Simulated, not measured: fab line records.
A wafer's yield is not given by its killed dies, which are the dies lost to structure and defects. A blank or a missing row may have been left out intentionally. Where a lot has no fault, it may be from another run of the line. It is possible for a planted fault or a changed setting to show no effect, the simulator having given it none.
Chamber matching | flow n5_finfet | N5_BEOL_M9_ALD_74 on ald_metal-03 has 4 sister chambers
The step deposits TaN, target thk 2 nm, pulse time 2 s, purge time 3 s. 8 wafers are shown with their chamber, then 8 later ones without.

## EACH WAFER AND ITS CHAMBER
wafer  | chamber | heater_power_w (W) | chamber_pressure_Torr (Torr)
L086.3 | 2       | 318                | 3.005
L086.5 | 0       | 373                | 2.999
L088.5 | 1       | 393                | 2.993
L088.6 | 2       | 325                | 3.001
L089.1 | 0       | 374                | 3.003
L089.2 | 1       | 392                | 3.005
L089.3 | 3       | 401                | 2.997
L095.2 | 3       | 395                | 3.006

## WAFERS MISSING THEIR CHAMBER
wafer  | heater_power_w (W) | chamber_pressure_Torr (Torr)
L095.3 | 321                | 3.003
L095.6 | 317                | 2.994
L093.1 | 366                | 2.999
L093.3 | 396                | 2.992
L093.5 | 386                | 2.999
L094.1 | 370                | 2.995
L094.4 | 380                | 2.992
L094.5 | 393                | 3.002

## CHAMBER TAKEN BY EACH
wafer  | from the rows above          | in truth
L095.3 | 2                            | 2
L095.6 | 2                            | 2
L093.1 | 0                            | 0
L093.3 | can't be placed: 1 or 3      | 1
L093.5 | can't be placed: 1 or 3 or 0 | 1
L094.1 | 0                            | 0
L094.4 | can't be placed: 0 or 1      | 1
L094.5 | can't be placed: 1 or 3      | 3
Correctly placed: 4 of 8. Can't be placed from these rows: 4 (the true chamber is among the candidates in 4). Wrongly placed: 0.
How it was worked out, from the rows above alone: a wafer's distance from a chamber is the root of the sum, over the readings, of the square of ((its reading less the chamber's mean) divided by the reading's scatter). If the next closest chamber is less than 2 further off than the closest, the wafer can't be placed; otherwise it belongs to the closest. Each chamber's mean is taken over the wafers shown for it. How the scatter is found: for the shown wafers, subtract from each reading the mean of its chamber, square and add these, divide the total by (wafers less chambers), then take the root.
